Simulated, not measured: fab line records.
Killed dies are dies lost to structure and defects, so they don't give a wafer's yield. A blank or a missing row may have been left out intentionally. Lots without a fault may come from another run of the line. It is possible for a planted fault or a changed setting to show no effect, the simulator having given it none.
A sampling plan put to the test + flow n5_finfet + one fab line, 75 faults that these records tell of, each judged on the records of the lots that it struck; 2 more are left out, because the records don't allow judging them
The plan is the line's own looks: the steps of the route at which a gauge or an inspection reads the wafer and doesn't change it. A look can be judged if struck wafers have a number there and the file gives its usual mean and standard deviation on fault-free wafers. Caught: the struck wafers' mean, at a look after the fault's first step, is 4 or more of those standard deviations (sigma) away from the usual mean. On the tool: the same test on the tool's own readings at the fault's steps. Another recipe on the struck wafers, or a record that is blank for them alone, also counts as caught.

## THE FAULTS, as the simulator had put them in
1. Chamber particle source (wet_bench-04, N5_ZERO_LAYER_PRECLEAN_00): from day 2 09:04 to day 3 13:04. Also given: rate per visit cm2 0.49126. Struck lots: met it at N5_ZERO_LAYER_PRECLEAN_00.
2. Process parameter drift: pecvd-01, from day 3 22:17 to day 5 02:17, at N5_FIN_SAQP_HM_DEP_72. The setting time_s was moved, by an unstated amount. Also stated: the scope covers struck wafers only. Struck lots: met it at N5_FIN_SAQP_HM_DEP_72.
3. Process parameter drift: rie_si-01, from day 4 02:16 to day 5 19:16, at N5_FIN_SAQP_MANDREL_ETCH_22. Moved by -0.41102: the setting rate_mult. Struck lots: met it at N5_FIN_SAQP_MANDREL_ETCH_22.
4. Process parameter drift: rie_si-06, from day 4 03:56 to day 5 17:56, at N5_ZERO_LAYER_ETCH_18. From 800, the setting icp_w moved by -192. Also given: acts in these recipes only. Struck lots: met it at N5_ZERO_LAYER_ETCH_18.
5. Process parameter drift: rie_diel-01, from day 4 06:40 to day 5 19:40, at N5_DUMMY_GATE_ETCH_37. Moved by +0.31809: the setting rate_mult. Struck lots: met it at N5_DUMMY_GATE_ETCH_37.
6. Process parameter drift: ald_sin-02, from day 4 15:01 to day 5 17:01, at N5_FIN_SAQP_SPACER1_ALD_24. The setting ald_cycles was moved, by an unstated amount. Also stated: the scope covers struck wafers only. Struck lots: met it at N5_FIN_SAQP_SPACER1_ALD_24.
7. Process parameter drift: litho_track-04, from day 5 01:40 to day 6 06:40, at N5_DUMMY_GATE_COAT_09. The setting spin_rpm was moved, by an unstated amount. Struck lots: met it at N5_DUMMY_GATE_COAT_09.
8. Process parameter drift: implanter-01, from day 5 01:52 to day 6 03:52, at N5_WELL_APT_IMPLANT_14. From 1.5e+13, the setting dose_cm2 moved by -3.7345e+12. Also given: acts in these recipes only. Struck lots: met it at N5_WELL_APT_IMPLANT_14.
9. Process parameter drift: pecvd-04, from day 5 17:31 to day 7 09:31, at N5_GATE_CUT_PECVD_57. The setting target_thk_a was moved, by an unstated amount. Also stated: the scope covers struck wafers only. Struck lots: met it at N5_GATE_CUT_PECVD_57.
10. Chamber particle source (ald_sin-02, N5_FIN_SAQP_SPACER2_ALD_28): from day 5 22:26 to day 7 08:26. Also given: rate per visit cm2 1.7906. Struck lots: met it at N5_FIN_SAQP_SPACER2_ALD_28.
11. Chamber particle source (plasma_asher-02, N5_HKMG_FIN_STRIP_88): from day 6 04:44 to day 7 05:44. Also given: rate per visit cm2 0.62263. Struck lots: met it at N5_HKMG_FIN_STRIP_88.
12. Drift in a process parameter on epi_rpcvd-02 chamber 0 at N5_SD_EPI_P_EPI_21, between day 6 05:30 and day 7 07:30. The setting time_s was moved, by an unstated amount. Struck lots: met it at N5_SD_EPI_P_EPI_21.
13. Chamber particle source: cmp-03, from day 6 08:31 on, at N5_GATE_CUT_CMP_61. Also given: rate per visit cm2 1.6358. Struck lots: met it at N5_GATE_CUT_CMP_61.
14. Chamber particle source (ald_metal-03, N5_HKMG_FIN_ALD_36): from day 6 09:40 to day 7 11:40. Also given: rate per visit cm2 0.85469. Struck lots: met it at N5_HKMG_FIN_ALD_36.
15. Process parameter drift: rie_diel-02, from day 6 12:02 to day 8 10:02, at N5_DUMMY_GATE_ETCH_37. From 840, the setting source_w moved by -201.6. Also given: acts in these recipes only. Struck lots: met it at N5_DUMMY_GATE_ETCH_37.
16. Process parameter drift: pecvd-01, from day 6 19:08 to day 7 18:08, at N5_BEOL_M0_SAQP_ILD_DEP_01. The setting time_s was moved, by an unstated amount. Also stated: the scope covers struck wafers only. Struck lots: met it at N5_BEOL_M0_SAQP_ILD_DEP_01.
17. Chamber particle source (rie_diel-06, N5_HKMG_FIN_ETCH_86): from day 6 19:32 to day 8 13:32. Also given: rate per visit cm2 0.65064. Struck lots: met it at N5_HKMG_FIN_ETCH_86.
18. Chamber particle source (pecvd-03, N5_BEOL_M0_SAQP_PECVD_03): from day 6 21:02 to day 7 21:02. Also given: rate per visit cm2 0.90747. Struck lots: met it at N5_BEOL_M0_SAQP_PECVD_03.
19. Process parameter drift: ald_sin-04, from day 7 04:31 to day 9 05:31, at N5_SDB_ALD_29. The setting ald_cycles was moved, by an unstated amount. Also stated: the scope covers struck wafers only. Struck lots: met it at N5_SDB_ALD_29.
20. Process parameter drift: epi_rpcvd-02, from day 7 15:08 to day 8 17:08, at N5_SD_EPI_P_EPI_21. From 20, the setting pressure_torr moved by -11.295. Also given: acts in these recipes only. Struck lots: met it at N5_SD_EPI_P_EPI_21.
21. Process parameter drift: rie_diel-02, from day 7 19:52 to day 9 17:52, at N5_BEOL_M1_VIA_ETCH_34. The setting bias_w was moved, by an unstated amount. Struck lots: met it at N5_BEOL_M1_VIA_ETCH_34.
22. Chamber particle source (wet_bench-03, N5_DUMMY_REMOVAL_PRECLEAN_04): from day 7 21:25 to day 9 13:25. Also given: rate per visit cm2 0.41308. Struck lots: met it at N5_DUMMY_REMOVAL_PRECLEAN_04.
23. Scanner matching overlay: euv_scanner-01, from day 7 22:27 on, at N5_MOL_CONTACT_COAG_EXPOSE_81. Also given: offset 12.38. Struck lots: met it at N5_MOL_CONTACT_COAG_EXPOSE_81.
24. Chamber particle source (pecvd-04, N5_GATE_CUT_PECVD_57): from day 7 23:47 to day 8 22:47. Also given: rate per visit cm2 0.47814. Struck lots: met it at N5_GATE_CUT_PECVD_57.
25. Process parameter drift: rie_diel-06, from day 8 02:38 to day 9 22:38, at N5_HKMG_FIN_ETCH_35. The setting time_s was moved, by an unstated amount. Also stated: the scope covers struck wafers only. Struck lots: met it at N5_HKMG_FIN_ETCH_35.
26. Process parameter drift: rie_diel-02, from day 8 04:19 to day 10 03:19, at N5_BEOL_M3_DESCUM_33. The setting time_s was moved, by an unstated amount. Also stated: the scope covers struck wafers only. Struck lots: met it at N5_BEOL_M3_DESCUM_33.
27. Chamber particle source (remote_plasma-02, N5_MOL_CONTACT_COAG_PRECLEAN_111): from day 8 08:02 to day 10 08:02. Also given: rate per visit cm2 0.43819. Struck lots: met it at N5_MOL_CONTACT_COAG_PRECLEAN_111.
28. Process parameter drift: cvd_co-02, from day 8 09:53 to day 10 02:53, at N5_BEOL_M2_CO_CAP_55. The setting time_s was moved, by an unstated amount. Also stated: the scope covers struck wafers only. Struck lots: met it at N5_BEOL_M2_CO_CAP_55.
29. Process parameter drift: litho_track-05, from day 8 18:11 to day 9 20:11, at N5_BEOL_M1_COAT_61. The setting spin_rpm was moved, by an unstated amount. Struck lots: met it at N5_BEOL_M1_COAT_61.
30. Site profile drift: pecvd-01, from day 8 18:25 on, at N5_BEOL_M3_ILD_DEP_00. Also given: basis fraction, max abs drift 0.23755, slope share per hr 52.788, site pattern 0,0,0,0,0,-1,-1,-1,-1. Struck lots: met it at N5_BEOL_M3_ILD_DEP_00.
31. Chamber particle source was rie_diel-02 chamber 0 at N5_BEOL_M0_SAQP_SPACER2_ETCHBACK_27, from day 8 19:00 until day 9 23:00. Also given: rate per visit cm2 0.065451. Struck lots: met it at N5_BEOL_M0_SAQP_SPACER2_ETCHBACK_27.
32. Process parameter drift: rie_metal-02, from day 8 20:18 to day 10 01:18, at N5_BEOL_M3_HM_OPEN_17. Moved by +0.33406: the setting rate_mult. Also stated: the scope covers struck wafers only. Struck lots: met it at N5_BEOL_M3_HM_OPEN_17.
33. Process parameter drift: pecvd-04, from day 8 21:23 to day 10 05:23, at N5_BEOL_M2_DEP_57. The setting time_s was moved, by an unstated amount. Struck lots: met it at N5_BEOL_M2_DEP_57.
34. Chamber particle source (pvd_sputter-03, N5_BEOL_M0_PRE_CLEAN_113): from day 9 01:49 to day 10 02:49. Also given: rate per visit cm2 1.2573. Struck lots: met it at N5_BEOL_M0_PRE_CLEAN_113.
35. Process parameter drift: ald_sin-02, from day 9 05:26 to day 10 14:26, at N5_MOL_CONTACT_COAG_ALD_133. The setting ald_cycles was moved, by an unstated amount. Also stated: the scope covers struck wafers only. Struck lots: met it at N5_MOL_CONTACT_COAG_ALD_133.
36. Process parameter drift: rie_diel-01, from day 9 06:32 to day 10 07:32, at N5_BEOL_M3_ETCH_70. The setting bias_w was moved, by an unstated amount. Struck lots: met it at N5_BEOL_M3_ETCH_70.
37. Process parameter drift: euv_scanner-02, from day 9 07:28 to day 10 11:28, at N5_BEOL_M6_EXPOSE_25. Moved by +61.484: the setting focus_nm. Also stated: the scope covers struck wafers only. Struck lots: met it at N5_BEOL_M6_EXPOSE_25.
38. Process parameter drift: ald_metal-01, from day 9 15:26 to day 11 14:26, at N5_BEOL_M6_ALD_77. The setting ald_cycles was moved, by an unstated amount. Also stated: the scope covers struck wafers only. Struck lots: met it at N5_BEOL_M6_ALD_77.
39. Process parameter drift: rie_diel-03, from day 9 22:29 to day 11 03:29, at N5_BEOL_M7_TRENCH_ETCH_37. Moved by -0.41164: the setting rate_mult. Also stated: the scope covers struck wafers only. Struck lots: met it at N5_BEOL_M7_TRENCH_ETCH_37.
40. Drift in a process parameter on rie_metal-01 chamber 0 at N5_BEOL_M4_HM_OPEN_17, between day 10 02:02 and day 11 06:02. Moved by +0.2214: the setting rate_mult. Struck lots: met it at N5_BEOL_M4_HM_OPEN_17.
41. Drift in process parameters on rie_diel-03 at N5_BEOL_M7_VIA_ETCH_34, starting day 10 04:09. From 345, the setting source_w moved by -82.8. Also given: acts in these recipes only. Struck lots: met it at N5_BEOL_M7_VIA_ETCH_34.
42. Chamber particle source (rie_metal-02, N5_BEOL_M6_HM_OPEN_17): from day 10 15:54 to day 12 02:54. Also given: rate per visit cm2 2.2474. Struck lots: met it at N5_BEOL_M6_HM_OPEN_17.
43. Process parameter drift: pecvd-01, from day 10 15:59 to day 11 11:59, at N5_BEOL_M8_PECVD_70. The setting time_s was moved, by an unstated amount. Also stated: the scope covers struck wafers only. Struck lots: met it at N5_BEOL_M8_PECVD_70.
44. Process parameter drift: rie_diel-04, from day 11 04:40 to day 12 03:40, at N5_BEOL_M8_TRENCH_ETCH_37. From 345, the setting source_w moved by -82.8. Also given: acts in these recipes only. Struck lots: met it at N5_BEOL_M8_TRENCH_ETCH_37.
45. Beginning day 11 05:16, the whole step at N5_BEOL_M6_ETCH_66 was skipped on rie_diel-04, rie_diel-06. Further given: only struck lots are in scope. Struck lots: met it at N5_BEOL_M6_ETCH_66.
46. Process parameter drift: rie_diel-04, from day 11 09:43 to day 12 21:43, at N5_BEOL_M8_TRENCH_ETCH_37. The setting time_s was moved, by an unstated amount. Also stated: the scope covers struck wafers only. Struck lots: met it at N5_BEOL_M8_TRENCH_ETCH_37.
47. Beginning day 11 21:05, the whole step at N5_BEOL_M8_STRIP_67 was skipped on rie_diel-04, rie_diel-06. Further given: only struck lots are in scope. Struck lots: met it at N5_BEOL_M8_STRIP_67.
48. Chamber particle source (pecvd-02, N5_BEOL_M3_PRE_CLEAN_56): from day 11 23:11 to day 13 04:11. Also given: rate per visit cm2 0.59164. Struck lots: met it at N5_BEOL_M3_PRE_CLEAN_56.
49. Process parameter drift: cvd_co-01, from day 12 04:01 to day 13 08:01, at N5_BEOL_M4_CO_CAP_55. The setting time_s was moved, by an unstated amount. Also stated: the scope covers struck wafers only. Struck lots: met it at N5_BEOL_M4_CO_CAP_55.
50. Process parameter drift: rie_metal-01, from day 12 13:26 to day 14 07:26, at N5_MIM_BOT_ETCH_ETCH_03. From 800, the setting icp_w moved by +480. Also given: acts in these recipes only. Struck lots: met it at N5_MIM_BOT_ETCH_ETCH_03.
51. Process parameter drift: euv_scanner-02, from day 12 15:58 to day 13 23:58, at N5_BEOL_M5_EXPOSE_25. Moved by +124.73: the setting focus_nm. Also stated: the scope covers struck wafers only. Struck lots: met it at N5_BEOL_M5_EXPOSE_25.
52. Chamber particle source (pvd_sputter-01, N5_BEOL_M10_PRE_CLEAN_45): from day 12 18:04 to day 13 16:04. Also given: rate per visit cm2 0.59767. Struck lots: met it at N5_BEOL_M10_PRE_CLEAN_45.
53. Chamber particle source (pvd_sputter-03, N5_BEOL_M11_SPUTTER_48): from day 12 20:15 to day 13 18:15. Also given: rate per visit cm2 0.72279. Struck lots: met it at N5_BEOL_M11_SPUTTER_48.
54. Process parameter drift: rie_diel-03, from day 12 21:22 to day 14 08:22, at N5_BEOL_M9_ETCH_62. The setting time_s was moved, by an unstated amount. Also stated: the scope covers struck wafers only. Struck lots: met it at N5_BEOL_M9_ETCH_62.
55. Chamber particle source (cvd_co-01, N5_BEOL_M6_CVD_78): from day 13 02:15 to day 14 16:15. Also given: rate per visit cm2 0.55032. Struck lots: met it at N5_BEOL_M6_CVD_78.
56. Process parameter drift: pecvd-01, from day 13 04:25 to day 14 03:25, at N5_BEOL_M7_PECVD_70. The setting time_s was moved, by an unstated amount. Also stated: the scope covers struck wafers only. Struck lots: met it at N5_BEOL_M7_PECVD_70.
57. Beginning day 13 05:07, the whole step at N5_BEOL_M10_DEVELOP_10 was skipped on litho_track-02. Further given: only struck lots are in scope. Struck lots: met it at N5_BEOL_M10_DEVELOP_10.
58. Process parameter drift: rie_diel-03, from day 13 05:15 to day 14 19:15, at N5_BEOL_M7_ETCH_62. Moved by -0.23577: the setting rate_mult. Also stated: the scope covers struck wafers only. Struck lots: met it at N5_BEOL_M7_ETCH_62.
59. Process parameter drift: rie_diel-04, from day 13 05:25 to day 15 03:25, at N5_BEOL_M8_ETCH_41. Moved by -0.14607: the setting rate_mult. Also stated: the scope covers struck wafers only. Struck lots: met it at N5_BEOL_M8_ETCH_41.
60. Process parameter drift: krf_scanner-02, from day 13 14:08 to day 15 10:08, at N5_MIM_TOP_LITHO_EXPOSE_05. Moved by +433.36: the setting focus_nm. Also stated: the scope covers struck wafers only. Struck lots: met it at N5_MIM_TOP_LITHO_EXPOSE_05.
61. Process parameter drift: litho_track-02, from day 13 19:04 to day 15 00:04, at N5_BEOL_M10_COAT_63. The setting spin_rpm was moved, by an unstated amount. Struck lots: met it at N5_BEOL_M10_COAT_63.
62. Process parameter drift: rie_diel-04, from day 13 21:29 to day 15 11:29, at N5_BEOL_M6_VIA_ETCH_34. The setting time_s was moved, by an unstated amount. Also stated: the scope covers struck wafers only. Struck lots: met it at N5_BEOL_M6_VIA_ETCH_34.
63. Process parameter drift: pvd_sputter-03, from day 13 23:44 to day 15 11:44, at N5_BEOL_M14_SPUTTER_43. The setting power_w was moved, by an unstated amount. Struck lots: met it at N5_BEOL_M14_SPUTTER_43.
64. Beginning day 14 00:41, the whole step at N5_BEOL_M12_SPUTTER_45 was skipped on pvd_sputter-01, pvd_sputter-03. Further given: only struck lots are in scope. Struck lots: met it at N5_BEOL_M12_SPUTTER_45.
65. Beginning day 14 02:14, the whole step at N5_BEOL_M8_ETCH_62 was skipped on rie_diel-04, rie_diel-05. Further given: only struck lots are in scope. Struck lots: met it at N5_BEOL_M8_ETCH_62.
66. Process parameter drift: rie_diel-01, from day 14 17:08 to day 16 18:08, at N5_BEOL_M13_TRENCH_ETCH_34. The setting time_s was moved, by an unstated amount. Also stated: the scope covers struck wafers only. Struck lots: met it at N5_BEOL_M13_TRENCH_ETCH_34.
67. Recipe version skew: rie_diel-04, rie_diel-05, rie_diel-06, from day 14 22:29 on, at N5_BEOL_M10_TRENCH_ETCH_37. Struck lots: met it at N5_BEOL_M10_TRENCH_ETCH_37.
68. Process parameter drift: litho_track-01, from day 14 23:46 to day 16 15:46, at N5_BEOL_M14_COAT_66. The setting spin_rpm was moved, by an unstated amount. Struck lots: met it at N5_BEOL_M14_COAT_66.
69. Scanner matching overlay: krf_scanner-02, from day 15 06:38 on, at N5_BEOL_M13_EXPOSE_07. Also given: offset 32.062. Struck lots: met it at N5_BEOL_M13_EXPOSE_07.
70. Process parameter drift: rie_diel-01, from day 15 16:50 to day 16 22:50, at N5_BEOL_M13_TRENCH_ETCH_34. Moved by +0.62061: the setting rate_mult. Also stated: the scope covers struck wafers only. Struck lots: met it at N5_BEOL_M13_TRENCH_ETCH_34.
71. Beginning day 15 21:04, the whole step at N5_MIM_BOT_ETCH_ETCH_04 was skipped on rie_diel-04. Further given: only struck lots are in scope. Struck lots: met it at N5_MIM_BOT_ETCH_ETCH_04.
72. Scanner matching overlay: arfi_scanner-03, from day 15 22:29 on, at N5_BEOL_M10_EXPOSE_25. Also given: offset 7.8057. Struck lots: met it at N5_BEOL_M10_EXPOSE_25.
73. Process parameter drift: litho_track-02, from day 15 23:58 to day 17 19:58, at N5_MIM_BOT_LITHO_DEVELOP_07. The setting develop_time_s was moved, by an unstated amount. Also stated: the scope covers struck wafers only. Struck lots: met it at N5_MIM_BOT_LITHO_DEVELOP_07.
74. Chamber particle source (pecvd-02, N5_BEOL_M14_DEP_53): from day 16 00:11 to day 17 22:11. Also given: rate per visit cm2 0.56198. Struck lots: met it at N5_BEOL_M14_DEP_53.
75. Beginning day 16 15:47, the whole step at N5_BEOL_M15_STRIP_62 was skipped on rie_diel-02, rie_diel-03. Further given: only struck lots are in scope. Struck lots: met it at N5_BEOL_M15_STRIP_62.

## WHAT THE PLAN SAW
| fault | on the tool itself                               | first look that catches it                      | reading, sigma                                             | median hours from its first step to that look | hours from the fault's start to the first struck lot there | judged looks passed uncaught |
|-------|--------------------------------------------------|-------------------------------------------------|------------------------------------------------------------|-----------------------------------------------|------------------------------------------------------------|------------------------------|
| 1     | no reading that can be judged                    | N5_ZERO_LAYER_INSPECT_20                        | raw_defect_count +21                                       | 1.9                                           | 10                                                         | 0                            |
| 2     | under 2 sigma                                    | not the one look that can be judged after it    | -                                                          | -                                             | -                                                          | 1                            |
| 3     | oes_product_au -5.5 sigma                        | N5_FIN_SAQP_INSPECT_40                          | raw_defect_count +23                                       | 4.2                                           | 7                                                          | 0                            |
| 4     | rf_fwd_power_W -79 sigma                         | not the one look that can be judged after it    | -                                                          | -                                             | -                                                          | 1                            |
| 5     | under 2 sigma                                    | not the one look that can be judged after it    | -                                                          | -                                             | -                                                          | 1                            |
| 6     | under 2 sigma                                    | N5_FIN_SAQP_CD_MEAS_27                          | cd_nm -18                                                  | 0.9                                           | 5                                                          | 0                            |
| 7     | spin_speed_rpm -30 sigma                         | none of the 4 looks that can be judged after it | -                                                          | -                                             | -                                                          | 4                            |
| 8     | dose_ions_cm2 -99 or beyond sigma                | N5_BEOL_M4_RC_MEAS_101                          | RS_NWELL +27                                               | 161.8                                         | 169                                                        | 0                            |
| 9     | under 2 sigma                                    | not the one look that can be judged after it    | -                                                          | -                                             | -                                                          | 1                            |
| 10    | under 2 sigma                                    | N5_FIN_SAQP_INSPECT_40                          | raw_defect_count +16                                       | 1.1                                           | 4                                                          | 1                            |
| 11    | under 2 sigma                                    | not the one look that can be judged after it    | -                                                          | -                                             | -                                                          | 1                            |
| 12    | under 2 sigma                                    | N5_SD_ACTIVATION_RS_MEAS_03                     | RS_SD_P +4.2                                               | 2.5                                           | 6                                                          | 1                            |
| 13    | under 2 sigma                                    | N5_GATE_CUT_INSPECT_26                          | raw_defect_count +74                                       | 0.2                                           | 2                                                          | 0                            |
| 14    | under 2 sigma                                    | not the one look that can be judged after it    | -                                                          | -                                             | -                                                          | 1                            |
| 15    | rf_fwd_power_W -71 sigma                         | not the one look that can be judged after it    | -                                                          | -                                             | -                                                          | 1                            |
| 16    | under 2 sigma                                    | N5_BEOL_M0_RS_MEAS_126                          | M0_RS +26                                                  | 16.4                                          | 17                                                         | 0                            |
| 17    | under 2 sigma                                    | not the one look that can be judged after it    | -                                                          | -                                             | -                                                          | 1                            |
| 18    | under 2 sigma                                    | N5_BEOL_M0_SAQP_INSPECT_16                      | raw_defect_count +5.2                                      | 0.8                                           | 4                                                          | 0                            |
| 19    | under 2 sigma                                    | not the one look that can be judged after it    | -                                                          | -                                             | -                                                          | 1                            |
| 20    | chamber_pressure_Torr -99 or beyond sigma        | N5_SD_EPI_P_EPI_MEAS_23                         | thk_nm -12                                                 | 1.8                                           | 15                                                         | 0                            |
| 21    | bias_w -46 sigma                                 | not the one look that can be judged after it    | -                                                          | -                                             | -                                                          | 1                            |
| 22    | no reading that can be judged                    | not the one look that can be judged after it    | -                                                          | -                                             | -                                                          | 1                            |
| 23    | under 2 sigma                                    | N5_MOL_CONTACT_COAG_OVL_MEAS_85                 | VG_OVL +20                                                 | 0.2                                           | 18                                                         | 1                            |
| 24    | under 2 sigma                                    | no look after it can be judged                  | -                                                          | -                                             | -                                                          | 0                            |
| 25    | run_length_s +99 or beyond sigma                 | not the one look that can be judged after it    | -                                                          | -                                             | -                                                          | 1                            |
| 26    | under 2 sigma                                    | not the one look that can be judged after it    | strongest: SS_P at N5_BEOL_M4_RC_MEAS_101, +2.0            | -                                             | -                                                          | 1                            |
| 27    | no reading that can be judged                    | no look after it can be judged                  | -                                                          | -                                             | -                                                          | 0                            |
| 28    | run_length_s -99 or beyond sigma                 | not the one look that can be judged after it    | -                                                          | -                                             | -                                                          | 1                            |
| 29    | spin_speed_rpm -99 or beyond sigma               | not the one look that can be judged after it    | -                                                          | -                                             | -                                                          | 1                            |
| 30    | under 2 sigma                                    | N5_BEOL_M3_THK_MEAS_01                          | M3_ILD_THK -7.5                                            | 0.1                                           | 5                                                          | 0                            |
| 31    | under 2 sigma                                    | N5_BEOL_M0_CUTY_INSPECT_59                      | raw_defect_count +30                                       | 2.9                                           | 7                                                          | 1                            |
| 32    | under 2 sigma                                    | not the one look that can be judged after it    | -                                                          | -                                             | -                                                          | 1                            |
| 33    | under 2 sigma                                    | none of the 2 looks that can be judged after it | -                                                          | -                                             | -                                                          | 2                            |
| 34    | under 2 sigma                                    | not the one look that can be judged after it    | -                                                          | -                                             | -                                                          | 1                            |
| 35    | under 2 sigma                                    | no look after it can be judged                  | -                                                          | -                                             | -                                                          | 0                            |
| 36    | bias_w +15 sigma                                 | not the one look that can be judged after it    | -                                                          | -                                             | -                                                          | 1                            |
| 37    | no reading that can be judged                    | none of the 2 looks that can be judged after it | strongest: cd_nm at N5_BEOL_M6_CD_MEAS_28, +3.1            | -                                             | -                                                          | 2                            |
| 38    | under 2 sigma                                    | no look after it can be judged                  | -                                                          | -                                             | -                                                          | 0                            |
| 39    | only faintly: oes_product_au -2.5 sigma          | N5_BEOL_M7_OCD_MEAS_38                          | trench_depth_nm -22                                        | 0.2                                           | 1                                                          | 0                            |
| 40    | under 2 sigma                                    | not the one look that can be judged after it    | -                                                          | -                                             | -                                                          | 1                            |
| 41    | rf_fwd_power_W -69 sigma                         | no look after it can be judged                  | -                                                          | -                                             | -                                                          | 0                            |
| 42    | under 2 sigma                                    | N5_BEOL_M6_INSPECT_30                           | raw_defect_count +16                                       | 1.2                                           | 2                                                          | 0                            |
| 43    | under 2 sigma                                    | none of the 2 looks that can be judged after it | -                                                          | -                                             | -                                                          | 2                            |
| 44    | rf_fwd_power_W -59 sigma                         | N5_BEOL_M8_OCD_MEAS_38                          | trench_depth_nm -4.0                                       | 0.2                                           | 2                                                          | 0                            |
| 45    | the tool's record is blank for the struck wafers | no look after it can be judged                  | -                                                          | -                                             | -                                                          | 0                            |
| 46    | only faintly: run_length_s -3.8 sigma            | no look after it can be judged                  | -                                                          | -                                             | -                                                          | 0                            |
| 47    | the tool's record is blank for the struck wafers | no look after it can be judged                  | -                                                          | -                                             | -                                                          | 0                            |
| 48    | under 2 sigma                                    | N5_BEOL_M3_INSPECT_59                           | raw_defect_count +17                                       | 0.1                                           | 7                                                          | 1                            |
| 49    | run_length_s +99 or beyond sigma                 | not the one look that can be judged after it    | -                                                          | -                                             | -                                                          | 1                            |
| 50    | rf_fwd_power_W +99 or beyond sigma               | no look after it can be judged                  | -                                                          | -                                             | -                                                          | 0                            |
| 51    | under 2 sigma                                    | no look after it can be judged                  | -                                                          | -                                             | -                                                          | 0                            |
| 52    | under 2 sigma                                    | no look after it can be judged                  | -                                                          | -                                             | -                                                          | 0                            |
| 53    | under 2 sigma                                    | not the one look that can be judged after it    | -                                                          | -                                             | -                                                          | 1                            |
| 54    | only faintly: oes_product_au +2.1 sigma          | no look after it can be judged                  | -                                                          | -                                             | -                                                          | 0                            |
| 55    | no reading that can be judged                    | no look after it can be judged                  | -                                                          | -                                             | -                                                          | 0                            |
| 56    | under 2 sigma                                    | no look after it can be judged                  | -                                                          | -                                             | -                                                          | 0                            |
| 57    | no reading that can be judged                    | no look after it can be judged                  | -                                                          | -                                             | -                                                          | 0                            |
| 58    | under 2 sigma                                    | none of the 2 looks that can be judged after it | strongest: trench_depth_nm at N5_BEOL_M7_OCD_MEAS_38, -3.2 | -                                             | -                                                          | 2                            |
| 59    | under 2 sigma                                    | no look after it can be judged                  | -                                                          | -                                             | -                                                          | 0                            |
| 60    | no reading that can be judged                    | N5_MIM_TOP_LITHO_CD_MEAS_08                     | cd_nm -8.2                                                 | 0.2                                           | 12                                                         | 0                            |
| 61    | spin_speed_rpm -32 sigma                         | no look after it can be judged                  | -                                                          | -                                             | -                                                          | 0                            |
| 62    | run_length_s +8.8 sigma                          | no look after it can be judged                  | -                                                          | -                                             | -                                                          | 0                            |
| 63    | cathode_dc_power_W -99 or beyond sigma           | no look after it can be judged                  | -                                                          | -                                             | -                                                          | 0                            |
| 64    | the tool's record is blank for the struck wafers | no look after it can be judged                  | -                                                          | -                                             | -                                                          | 0                            |
| 65    | the tool's record is blank for the struck wafers | no look after it can be judged                  | -                                                          | -                                             | -                                                          | 0                            |
| 66    | under 2 sigma                                    | N5_BEOL_M13_OCD_MEAS_35                         | trench_depth_nm -19                                        | 0.2                                           | 31                                                         | 0                            |
| 67    | run_length_s -24 sigma                           | N5_BEOL_M10_OCD_MEAS_38                         | trench_depth_nm -12                                        | 0.2                                           | 2                                                          | 0                            |
| 68    | spin_speed_rpm -99 or beyond sigma               | no look after it can be judged                  | -                                                          | -                                             | -                                                          | 0                            |
| 69    | under 2 sigma                                    | N5_BEOL_M13_OVL_MEAS_11                         | V12_OVL +6.0                                               | 0.2                                           | 1                                                          | 1                            |
| 70    | only faintly: oes_product_au +3.0 sigma          | N5_BEOL_M13_OCD_MEAS_35                         | trench_depth_nm +44                                        | 0.2                                           | 7                                                          | 0                            |
| 71    | the tool's record is blank for the struck wafers | no look after it can be judged                  | -                                                          | -                                             | -                                                          | 0                            |
| 72    | no reading that can be judged                    | N5_BEOL_M10_OVL_MEAS_29                         | V9_OVL +10                                                 | 0.2                                           | 5                                                          | 0                            |
| 73    | no reading that can be judged                    | not the one look that can be judged after it    | strongest: cd_nm at N5_MIM_BOT_LITHO_CD_MEAS_08, -3.5      | -                                             | -                                                          | 1                            |
| 74    | under 2 sigma                                    | N5_BEOL_M14_INSPECT_55                          | raw_defect_count +15                                       | 0.1                                           | 0                                                          | 1                            |
| 75    | no reading that can be judged                    | no look after it can be judged                  | -                                                          | -                                             | -                                                          | 0                            |
Dash: fault not caught, or number not given in these records.

Caught at a look: 24 of 75. Caught on the tool: 25 of 75. By one or the other: 44 of 75.
Faults caught by the tool alone: 4, 7, 15, 21, 25, 28, 29, 36, 41, 45, 47, 49, 50, 61, 62, 63, 64, 65, 68, 71.
Caught at a look alone: faults 1, 6, 10, 12, 13, 16, 18, 23, 30, 31, 39, 42, 48, 60, 66, 69, 70, 72, 74.
Caught by neither: faults 2, 5, 9, 11, 14, 17, 19, 22, 24, 26, 27, 32, 33, 34, 35, 37, 38, 40, 43, 46, 51, 52, 53, 54, 55, 56, 57, 58, 59, 73, 75.

## THINNER SAMPLING
Were the look that catches a fault to measure just every second or every third lot (counted by lot number), the first struck lot would, at worst, be measured this late:
| fault | struck lots at that look, in order of time | every lot | every second lot | every third lot |
|-------|--------------------------------------------|-----------|------------------|-----------------|
| 1     | L786, L787                                 | 10 h      | 17 h             | may miss all 2  |
| 3     | L572, L573                                 | 7 h       | 12 h             | may miss all 2  |
| 6     | L327, L330                                 | 5 h       | 22 h             | may miss all 2  |
| 8     | L571, L573                                 | 169 h     | may miss all 2   | may miss all 2  |
| 10    | L769, L772                                 | 4 h       | 22 h             | may miss all 2  |
| 12    | L860, L862, L863                           | 6 h       | 24 h             | may miss all 3  |
| 13    | L408, L409, L410                           | 2 h       | 10 h             | 12 h            |
| 16    | L544, L547                                 | 17 h      | 37 h             | may miss all 2  |
| 18    | L581, L582                                 | 4 h       | 11 h             | may miss all 2  |
| 20    | L383, L384                                 | 15 h      | 20 h             | may miss all 2  |
| 23    | L996, L997                                 | 18 h      | 24 h             | may miss all 2  |
| 30    | L456, L462                                 | 5 h       | may miss all 2   | may miss all 2  |
| 31    | L678, L679                                 | 7 h       | 11 h             | may miss all 2  |
| 39    | L335, L336, L338                           | 1 h       | 11 h             | may miss all 3  |
| 42    | L440, L441                                 | 2 h       | 6 h              | may miss all 2  |
| 44    | L131, L132                                 | 2 h       | 8 h              | may miss all 2  |
| 48    | L995, L994                                 | 7 h       | 19 h             | may miss all 2  |
| 60    | L416, L421                                 | 12 h      | 41 h             | may miss all 2  |
| 66    | L783, L782                                 | 31 h      | 47 h             | may miss all 2  |
| 67    | L822, L825, L826                           | 2 h       | 37 h             | may miss all 3  |
| 69    | L428, L430                                 | 1 h       | may miss all 2   | may miss all 2  |
| 70    | L103, L102                                 | 7 h       | 23 h             | may miss all 2  |
| 72    | L933, L935                                 | 5 h       | may miss all 2   | may miss all 2  |
| 74    | L347, L348, L351                           | 0 h       | 26 h             | may miss all 3  |
Hours are from the fault's start to the first struck lot that is measured. The limit of 4 sigma was tested on all struck wafers together, so one lot alone may lie under it. Other struck lots may not be in these records.

## THE LONGEST TIMED WAY FROM STEP TO LOOK
Fault 8: median gap of 161.8 hours between N5_WELL_APT_IMPLANT_14 and N5_BEOL_M4_RC_MEAS_101. No look between them can be judged.
